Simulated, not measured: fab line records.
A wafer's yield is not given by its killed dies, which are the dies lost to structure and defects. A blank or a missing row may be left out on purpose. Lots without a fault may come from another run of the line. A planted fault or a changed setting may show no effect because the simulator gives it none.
Matching of chambers || flow nandHarc || pecvd-02 running NHARC_A_M1_DEP_33: 3 sister chambers
The step deposits SiCN, target thk 30 nm. 3 wafers are shown with their chamber, then 12 later ones without.

## WAFERS PAIRED WITH THEIR CHAMBERS
{"wafer": "L087.1", "chamber": 1, "heaterPowerW (W)": 574}
{"wafer": "L087.2", "chamber": 2, "heaterPowerW (W)": 601}
{"wafer": "L087.5", "chamber": 0, "heaterPowerW (W)": 447}

## WAFERS WITHOUT THEIR CHAMBER
{"wafer": "L089.1", "heaterPowerW (W)": 687}
{"wafer": "L089.3", "heaterPowerW (W)": 676}
{"wafer": "L089.4", "heaterPowerW (W)": 519}
{"wafer": "L090.2", "heaterPowerW (W)": 440}
{"wafer": "L090.4", "heaterPowerW (W)": 440}
{"wafer": "L090.5", "heaterPowerW (W)": 676}
{"wafer": "L090.1", "heaterPowerW (W)": 628}
{"wafer": "L090.3", "heaterPowerW (W)": 671}
{"wafer": "L090.6", "heaterPowerW (W)": 627}
{"wafer": "L095.1", "heaterPowerW (W)": 600}
{"wafer": "L095.2", "heaterPowerW (W)": 590}
{"wafer": "L095.3", "heaterPowerW (W)": 455}

## CHAMBER TAKEN BY EACH
{"wafer": "L089.1", "from the rows above": "can't be placed: 2 or 1", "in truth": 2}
{"wafer": "L089.3", "from the rows above": "can't be placed: 2 or 1", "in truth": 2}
{"wafer": "L089.4", "from the rows above": "can't be placed: 1 or 0 or 2", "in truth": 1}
{"wafer": "L090.2", "from the rows above": 0, "in truth": 0}
{"wafer": "L090.4", "from the rows above": 0, "in truth": 0}
{"wafer": "L090.5", "from the rows above": "can't be placed: 2 or 1", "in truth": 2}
{"wafer": "L090.1", "from the rows above": "can't be placed: 2 or 1", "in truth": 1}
{"wafer": "L090.3", "from the rows above": "can't be placed: 2 or 1", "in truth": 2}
{"wafer": "L090.6", "from the rows above": "can't be placed: 2 or 1", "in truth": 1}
{"wafer": "L095.1", "from the rows above": "can't be placed: 2 or 1", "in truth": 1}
{"wafer": "L095.2", "from the rows above": "can't be placed: 2 or 1", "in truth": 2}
{"wafer": "L095.3", "from the rows above": 0, "in truth": 0}
Placed correctly: 3 of 12. Cannot be placed on the basis of these rows: 9; the candidates contain the true chamber in 9. Wrongly placed: 0.
How it was worked out, from the rows above alone: a wafer's distance from a chamber is the root of the sum, over the readings, of the square of ((its reading less the chamber's mean) divided by the reading's scatter). The wafer belongs to the nearest chamber; if the next one is less than 2 further off, it can't be placed. For every chamber, the mean is computed from those of its wafers that are shown. The scatter: root of mean squared gap, hidden wafer to nearest shown wafer, with one shown wafer a chamber.
